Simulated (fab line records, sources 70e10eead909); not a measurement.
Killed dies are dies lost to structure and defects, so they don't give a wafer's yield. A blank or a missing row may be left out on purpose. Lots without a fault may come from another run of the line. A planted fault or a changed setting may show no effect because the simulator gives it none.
Which tool did it? | flow nand_harc | 13 lots, 39 wafers sampled, at 5 steps of a route of 1159

WHAT THE GAUGES READ, wafer by wafer
NHARC_END_SORT_01. Usual: killed_at_array 28, standard deviation 11; killed_at_other 0.8, standard deviation 1.1; killed_at_periphery 3.3, standard deviation 2.8; killed_dies 32, standard deviation 11; killed_open 3.3, standard deviation 1.9; killed_short 1.9, standard deviation 1.4.
lot  | measured     | on        | killed_at_array | killed_at_other | killed_at_periphery | killed_dies | killed_open | killed_short | flag
L328 | day 20 20:59 | prober-01 | 674 6 12        | 0 1 2           | 3 3 0               | 677 10 14   | 3 4 2       | 2 1 1        | OFF

WHICH TOOL RAN EACH LOT (tool, then ch and the chambers of the sampled wafers, then the start)
lot  | NHARC_A_STAIRCASE_STRIP_171          | NHARC_A_STAIRCASE_ETCH_17                     | NHARC_A_STAIRCASE_TRIM_18                     | NHARC_A_STAIRCASE_ETCH_25
L321 | plasma_asher-01 ch 0,1, day 11 02:14 | rie_diel-01 ch 1,2,3, day 11 06:16 or earlier | rie_diel-01 ch 1,2, day 11 06:16 or earlier   | rie_diel-02 ch 0,3, day 11 06:16
L322 | plasma_asher-02 ch 0,1, day 11 02:26 | rie_diel-07 ch 1,3, day 11 05:44 or earlier   | rie_diel-07 ch 1,2,3, day 11 05:44 or earlier | rie_diel-01 ch 1,3, day 11 05:44
L324 | plasma_asher-02 ch 0,1, day 11 06:46 | rie_diel-07 ch 1,2, day 11 11:33 or earlier   | rie_diel-07 ch 2,3, day 11 11:33 or earlier   | rie_diel-01 ch 1,2,3, day 11 11:33
L328 | plasma_asher-02 ch 0,1, day 12 06:14 | rie_diel-07 ch 0,1,3, day 12 09:28 or earlier | rie_diel-07 ch 0,2,3, day 12 09:28 or earlier | rie_diel-01 ch 0,2,3, day 12 09:28
L334 | plasma_asher-01 ch 0,1, day 13 22:36 | rie_diel-07 ch 0,3, day 14 01:53 or earlier   | rie_diel-07 ch 2,3, day 14 01:53 or earlier   | rie_diel-07 ch 0,1, day 14 01:53
L337 | plasma_asher-01 ch 0,1, day 14 23:56 | rie_diel-01 ch 0,3, day 15 03:35 or earlier   | rie_diel-01 ch 0,1,2, day 15 03:35 or earlier | rie_diel-01 ch 0,2, day 15 03:35
L338 | plasma_asher-02 ch 0,1, day 15 00:05 | rie_diel-02 ch 0,1, day 15 04:58 or earlier   | rie_diel-02 ch 0,2,3, day 15 04:58 or earlier | rie_diel-02 ch 0,3, day 15 04:58
L336 | plasma_asher-02 ch 0,1, day 15 03:17 | rie_diel-01 ch 2,3, day 15 06:38 or earlier   | rie_diel-01 ch 0,1,3, day 15 06:38 or earlier | rie_diel-07 ch 0,2,3, day 15 06:38
L339 | plasma_asher-02 ch 0,1, day 15 04:53 | rie_diel-01 ch 0,1,3, day 15 08:07 or earlier | rie_diel-01 ch 0,1,2, day 15 08:07 or earlier | rie_diel-01 ch 0,1,2, day 15 08:07
L340 | plasma_asher-02 ch 0, day 15 07:26   | rie_diel-01 ch 1,2, day 15 10:44 or earlier   | rie_diel-01 ch 2,3, day 15 10:44 or earlier   | rie_diel-01 ch 0,2, day 15 10:44
L341 | plasma_asher-01 ch 0,1, day 15 16:12 | rie_diel-01 ch 0,1, day 15 20:02 or earlier   | rie_diel-01 ch 2,3, day 15 20:02 or earlier   | rie_diel-01 ch 0,1, day 15 20:02
L342 | plasma_asher-02 ch 0,1, day 15 22:29 | rie_diel-07 ch 0,1,3, day 16 02:23 or earlier | rie_diel-07 ch 0,1, day 16 02:23 or earlier   | rie_diel-01 ch 0,2,3, day 16 02:23
L344 | plasma_asher-01 ch 0,1, day 15 22:37 | rie_diel-01 ch 1,3, day 16 02:11 or earlier   | rie_diel-01 ch 0,2, day 16 02:11 or earlier   | rie_diel-01 ch 0,1, day 16 02:11
- NHARC_A_STAIRCASE_STRIP_171: strips in O2.
- NHARC_A_STAIRCASE_ETCH_17: etches the open film in C4F8/O2, target depth 100 nm, time 40.5 s.
- NHARC_A_STAIRCASE_TRIM_18: chemistry O2, time 211.2 s.
- NHARC_A_STAIRCASE_ETCH_25: etches the open film in C4F8/O2, target depth 100 nm, time 40.5 s.

WHAT THE TOOLS THEMSELVES READ (means of the sampled wafers that have a number; where no wafer has one, the mark that the record gives instead)
NHARC_A_STAIRCASE_STRIP_171. Usual: drypump_motor_current_A 5.6 A, standard deviation 0.44; heater_power_w 329 W, standard deviation 22.
lot  | tool            | drypump_motor_current_A (A) | heater_power_w (W) | flag
L321 | plasma_asher-01 | 5.7                         | 328                |
L322 | plasma_asher-02 | 5.7                         | 318                |
L324 | plasma_asher-02 | 5.7                         | 316                |
L328 | plasma_asher-02 | 5.3                         | 310                |
L334 | plasma_asher-01 | 5.7                         | 337                |
L337 | plasma_asher-01 | 5.7                         | 339                |
L338 | plasma_asher-02 | 5.3                         | 308                |
L336 | plasma_asher-02 | 5.7                         | 321                |
L339 | plasma_asher-02 | 5.3                         | 310                |
L340 | plasma_asher-02 | 6.1                         | 326                |
L341 | plasma_asher-01 | 5.6                         | 349                |
L342 | plasma_asher-02 | 5.3                         | 308                |
L344 | plasma_asher-01 | 5.6                         | 353                |

NHARC_A_STAIRCASE_ETCH_17. Usual: oes_product_au 0.947 a.u., standard deviation 0.012; rf_vpp_V 896 V, standard deviation 4.9.
lot  | tool        | oes_product_au (a.u.) | rf_vpp_V (V) | flag
L321 | rie_diel-01 | 0.946                 | 889          |
L322 | rie_diel-07 | 0.960                 | 902          |
L324 | rie_diel-07 | 0.956                 | 897          |
L328 | rie_diel-07 | 0.949                 | 901          |
L334 | rie_diel-07 | 0.952                 | 900          |
L337 | rie_diel-01 | 0.938                 | 893          |
L338 | rie_diel-02 | 0.948                 | 893          |
L336 | rie_diel-01 | 0.954                 | 894          |
L339 | rie_diel-01 | 0.951                 | 891          |
L340 | rie_diel-01 | 0.957                 | 894          |
L341 | rie_diel-01 | 0.944                 | 895          |
L342 | rie_diel-07 | 0.953                 | 899          |
L344 | rie_diel-01 | 0.956                 | 889          |

NHARC_A_STAIRCASE_TRIM_18. Usual: drypump_motor_current_A 5.78 A, standard deviation 0.29; oes_product_au 1.005 a.u., standard deviation 0.012; rf_vpp_V 57.7 V, standard deviation 0.99; showerhead_plenum_p_Torr 3.52 Torr, standard deviation 0.13; throttle_valve_pct 17.037 %, standard deviation 0.009.
lot  | tool        | drypump_motor_current_A (A) | oes_product_au (a.u.) | rf_vpp_V (V) | showerhead_plenum_p_Torr (Torr) | throttle_valve_pct (%) | flag
L321 | rie_diel-01 | 5.49                        | 1.005                 | 57.4         | 3.32                            | 17.033                 |
L322 | rie_diel-07 | 5.93                        | 1.020                 | 57.9         | 3.62                            | 17.037                 |
L324 | rie_diel-07 | 6.06                        | 1.002                 | 57.6         | 3.59                            | 17.036                 |
L328 | rie_diel-07 | 5.90                        | 1.011                 | 57.7         | 3.63                            | 17.045                 |
L334 | rie_diel-07 | 6.04                        | 1.004                 | 56.9         | 3.58                            | 17.039                 |
L337 | rie_diel-01 | 5.61                        | 1.006                 | 58.3         | 3.55                            | 17.048                 |
L338 | rie_diel-02 | 5.69                        | 0.978                 | 57.5         | 3.47                            | 17.045                 |
L336 | rie_diel-01 | 5.68                        | 0.996                 | 57.7         | 3.40                            | 17.036                 |
L339 | rie_diel-01 | 5.60                        | 1.005                 | 57.9         | 3.55                            | 17.030                 |
L340 | rie_diel-01 | 5.89                        | 1.011                 | 57.5         | 3.49                            | 17.032                 |
L341 | rie_diel-01 | 5.89                        | 1.005                 | 57.7         | 3.49                            | 17.028                 |
L342 | rie_diel-07 | 5.59                        | 1.019                 | 58.7         | 3.62                            | 17.038                 |
L344 | rie_diel-01 | 5.71                        | 1.000                 | 57.1         | 3.62                            | 17.038                 |

NHARC_A_STAIRCASE_ETCH_25. Usual: oes_product_au 0.948 a.u., standard deviation 0.013; rf_vpp_V 894 V, standard deviation 5.5.
lot  | tool        | oes_product_au (a.u.) | rf_vpp_V (V) | flag
L321 | rie_diel-02 | 0.951                 | 892          |
L322 | rie_diel-01 | 0.939                 | 889          |
L324 | rie_diel-01 | 0.940                 | 888          |
L328 | rie_diel-01 | 0.895                 | 891          | OFF
L334 | rie_diel-07 | 0.944                 | 899          |
L337 | rie_diel-01 | 0.951                 | 900          |
L338 | rie_diel-02 | 0.937                 | 893          |
L336 | rie_diel-07 | 0.951                 | 900          |
L339 | rie_diel-01 | 0.952                 | 898          |
L340 | rie_diel-01 | 0.932                 | 902          |
L341 | rie_diel-01 | 0.948                 | 893          |
L342 | rie_diel-01 | 0.950                 | 897          |
L344 | rie_diel-01 | 0.943                 | 893          |

THE ANSWER, worked out from the rows above alone
Rule: a lot is off if the mean of its wafers that have a number lies more than 3 standard deviations from the usual mean. A lot without any number at a reading at which 4 lots or more have one is off too. The other lots that the step has rows for count as sound. The gauges are gone through in route order, then the tools' own readings, and for those a lot's mean is taken as printed above. The first step at which some lot is off is used, and at that step the reading that is off furthest; a lot without a number counts as furthest.
Off: L328, at NHARC_END_SORT_01 (killed_at_array). Neither off nor sound, because the step has no rows for them: L321, L322, L324, L334, L337, L338, L336, L339, L340, L341, L342, L344.
A tool fits if, at a process step before that reading, it ran every lot that is off, and no sound lot after the first of them. The gauges at NHARC_END_SORT_01 aren't tried: what is off there is off at NHARC_A_STAIRCASE_ETCH_25 too, on other tools, and a gauge's error can't cause that. NHARC_A_STAIRCASE_ETCH_17 gives no start for some lots, so the hours and the order of its lots are those of NHARC_A_STAIRCASE_ETCH_25. NHARC_A_STAIRCASE_TRIM_18 gives no start for some lots, so the hours and the order of its lots are those of NHARC_A_STAIRCASE_ETCH_25. Can't be told from this: 3 tools fit, plasma_asher-02 at NHARC_A_STAIRCASE_STRIP_171, rie_diel-07 at NHARC_A_STAIRCASE_ETCH_17 and NHARC_A_STAIRCASE_TRIM_18, rie_diel-01 at NHARC_A_STAIRCASE_ETCH_25.

WHAT THE SIMULATOR HAD PUT IN
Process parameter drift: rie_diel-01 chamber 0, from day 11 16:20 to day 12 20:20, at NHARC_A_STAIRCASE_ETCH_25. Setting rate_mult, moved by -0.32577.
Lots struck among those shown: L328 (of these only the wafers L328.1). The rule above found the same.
